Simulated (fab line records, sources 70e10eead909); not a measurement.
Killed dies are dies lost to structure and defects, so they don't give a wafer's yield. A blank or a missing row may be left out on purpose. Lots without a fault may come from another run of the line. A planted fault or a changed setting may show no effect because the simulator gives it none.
Chamber matching | flow nand_harc | NHARC_A_STAIRCASE_ETCH_169 on rie_diel-02: 4 sister chambers
The step etches the open film in CH3F/O2, target depth 50 nm, time 107.1 s. 4 wafers are shown with their chamber, then 10 later ones without.

WAFERS WITH THEIR CHAMBER
wafer  | chamber | drypump_motor_current_A (A)
L088.6 | 3       | 5.25
L087.6 | 1       | 5.66
L089.2 | 0       | 6.11
L089.3 | 2       | 5.75

WAFERS WITHOUT THEIR CHAMBER
wafer  | drypump_motor_current_A (A)
L089.5 | 5.76
L093.1 | 6.13
L093.4 | 5.27
L093.6 | 5.75
L092.1 | 5.77
L092.2 | 5.66
L092.3 | 6.13
L094.3 | 5.63
L094.4 | 5.78
L094.5 | 5.78

WHICH CHAMBER EACH WENT THROUGH
wafer  | from the rows above | in truth
L089.5 | 2                   | 2
L093.1 | 0                   | 0
L093.4 | 3                   | 3
L093.6 | 2                   | 2
L092.1 | 2                   | 2
L092.2 | 1                   | 1
L092.3 | 0                   | 0
L094.3 | 1                   | 1
L094.4 | 2                   | 2
L094.5 | 2                   | 2
Placed correctly: 10 of 10. Can't be placed from these rows: 0. Placed wrongly: 0.
How it was worked out, from the rows above alone: a wafer's distance from a chamber is the root of the sum, over the readings, of the square of ((its reading less the chamber's mean) divided by the reading's scatter). The wafer belongs to the nearest chamber; if the next one is less than 2 further off, it can't be placed. A chamber's mean is the mean of its shown wafers. The scatter: with one shown wafer a chamber, the root of the mean of the squares of how far each hidden wafer lies from its nearest shown one.
